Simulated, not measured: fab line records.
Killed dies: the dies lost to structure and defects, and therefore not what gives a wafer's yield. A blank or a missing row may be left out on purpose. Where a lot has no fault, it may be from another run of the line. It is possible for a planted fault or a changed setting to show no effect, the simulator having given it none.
Matching of chambers + flow nand-harc + NHARC_P_GATE_ETCH_104 on rie-diel-03 has 4 sister chambers
The step etches the open film in CF4/CHF3, target depth 60 nm. 4 wafers are shown with their chamber, then 12 later ones without.

== WAFERS WITH THEIR CHAMBER ==
| wafer  | chamber | drypump-motor-current-A (A) |
|--------|---------|-----------------------------|
| L088.6 | 1       | 5.7                         |
| L091.5 | 0       | 5.5                         |
| L093.5 | 3       | 4.7                         |
| L093.6 | 2       | 6.1                         |

== WAFERS WITHOUT THEIR CHAMBER ==
| wafer  | drypump-motor-current-A (A) |
|--------|-----------------------------|
| L094.1 | 6.0                         |
| L094.3 | 4.8                         |
| L094.4 | 5.5                         |
| L095.1 | 5.5                         |
| L095.2 | 4.8                         |
| L095.6 | 5.5                         |
| L096.2 | 4.8                         |
| L096.5 | 4.8                         |
| L096.6 | 6.1                         |
| L097.1 | 4.8                         |
| L097.2 | 5.8                         |
| L097.5 | 5.7                         |

== WHICH CHAMBER EACH WENT THROUGH ==
| wafer  | from the rows above | in truth |
|--------|---------------------|----------|
| L094.1 | 2                   | 2        |
| L094.3 | 3                   | 3        |
| L094.4 | 0                   | 0        |
| L095.1 | 0                   | 0        |
| L095.2 | 3                   | 3        |
| L095.6 | 0                   | 0        |
| L096.2 | 3                   | 3        |
| L096.5 | 3                   | 3        |
| L096.6 | 2                   | 2        |
| L097.1 | 3                   | 3        |
| L097.2 | 1                   | 1        |
| L097.5 | 1                   | 1        |
12 of 12 placed correctly. Not placeable from these rows: 0. Placed wrongly: 0.
How it was worked out, from the rows above alone: a wafer's distance from a chamber is the root of the sum, over the readings, of the square of ((its reading less the chamber's mean) divided by the reading's scatter). If the next closest chamber is less than 2 further off than the closest, the wafer can't be placed; otherwise it belongs to the closest. A chamber's mean is the mean of its shown wafers. The scatter (one wafer shown for each chamber): square how far every hidden wafer sits from the nearest shown wafer, average those squares and take the square root.
